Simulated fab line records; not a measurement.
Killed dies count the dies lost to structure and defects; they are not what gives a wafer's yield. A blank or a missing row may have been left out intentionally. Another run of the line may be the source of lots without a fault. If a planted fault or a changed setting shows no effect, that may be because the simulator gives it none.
2 desks, one fault + flow n5-finfet + what lay behind the numbers comes last; until then each desk has only its own

TOOL OWNER'S DESK, pecvd-03
The tool's own readings at N5_BEOL_M12_DEP_53 (deposits SiCN from 3MS/NH3, target thk 30 nm, time 10.5 s): means of the sampled wafers that have a number, for each lot that ran on this tool. A lot is out of limits, marked OUT, if its mean lies more than 4 standard deviations from the usual mean; the brackets give that distance.
Columns: A = showerhead-plenum-p-Torr at N5_BEOL_M12_DEP_53, usual 4.143 Torr; B = throttle-valve-pct at N5_BEOL_M12_DEP_53, usual 18.2 %
| lot  | first seen here | A     | B    |
|------|-----------------|-------|------|
| L778 | day 13 04:14    | 4.140 | 18.3 |
| L786 | day 15 02:46    | 4.134 | 18.5 |
| L788 | day 16 02:53    | 4.129 | 18.6 |
This desk's finding: nothing out of limits on any of the 3 lots.

AT THE METROLOGY DESK
Lot by lot, what the gauges showed, no matter which tool ran the lot: averages of those sampled wafers that carry a number. A lot is out of limits, marked OUT, if its mean lies more than 4 standard deviations from the usual mean; the brackets give that distance.
Columns: A = M12_THK at N5_BEOL_M12_THK_MEAS_50, usual 315 nm; B = M12_RS at N5_BEOL_M12_RS_MEAS_54, usual 0.0601 ohm/sq
| lot  | first seen here | A   | B      |
|------|-----------------|-----|--------|
| L770 | day 11 02:32    | 310 | 0.0600 |
| L772 | day 11 11:12    | 314 | 0.0611 |
| L774 | day 12 03:33    | 316 | 0.0604 |
| L778 | day 13 04:10    | 318 | 0.0605 |
| L786 | day 15 02:41    | 308 | 0.0610 |
| L788 | day 16 02:49    | 314 | 0.0600 |
This desk's finding: nothing out of limits on any of the 6 lots.

BROUGHT TOGETHER
The tool owner's desk saw nothing out of limits.
Nothing out of limits was seen by the metrology desk.

WHAT THE SIMULATOR PUT IN
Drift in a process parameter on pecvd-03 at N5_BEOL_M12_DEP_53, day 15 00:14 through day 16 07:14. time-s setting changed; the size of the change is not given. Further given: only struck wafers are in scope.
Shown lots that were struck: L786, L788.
